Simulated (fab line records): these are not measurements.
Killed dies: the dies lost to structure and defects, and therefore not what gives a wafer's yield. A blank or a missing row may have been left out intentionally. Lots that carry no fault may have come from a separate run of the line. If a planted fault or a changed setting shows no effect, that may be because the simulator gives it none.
Matching of chambers	flow nand-harc	rie-diel-05 running NHARC_A_CONTACT_ETCH_102: 4 sister chambers
The step etches the open film in CF4/O2, target depth 70 nm, overetch 7 nm, time 38.5 s. 4 wafers are shown with their chamber, then 8 later ones without.

## EACH WAFER AND ITS CHAMBER
wafer	chamber	showerhead-plenum-p-Torr (Torr)
L084.1	1	1.31
L087.2	3	1.42
L087.4	2	1.39
L090.1	0	1.26

## WAFERS WHOSE CHAMBER IS MISSING
wafer	showerhead-plenum-p-Torr (Torr)
L090.3	1.42
L090.5	1.26
L095.2	1.30
L095.3	1.42
L095.6	1.42
L096.3	1.39
L096.4	1.30
L096.6	1.25

## WHICH CHAMBER EACH ONE RAN IN
wafer	from the rows above	in truth
L090.3	3	3
L090.5	0	0
L095.2	1	1
L095.3	3	3
L095.6	3	3
L096.3	2	2
L096.4	1	1
L096.6	0	0
Correctly placed: 8 of 8. Number that these rows cannot place: 0. Number placed wrongly: 0.
How it was worked out, from the rows above alone: a wafer's distance from a chamber is the root of the sum, over the readings, of the square of ((its reading less the chamber's mean) divided by the reading's scatter). If the next closest chamber is less than 2 further off than the closest, the wafer can't be placed; otherwise it belongs to the closest. For every chamber, the mean is computed from those of its wafers that are shown. The scatter: with one shown wafer a chamber, the root of the mean of the squares of how far each hidden wafer lies from its nearest shown one.
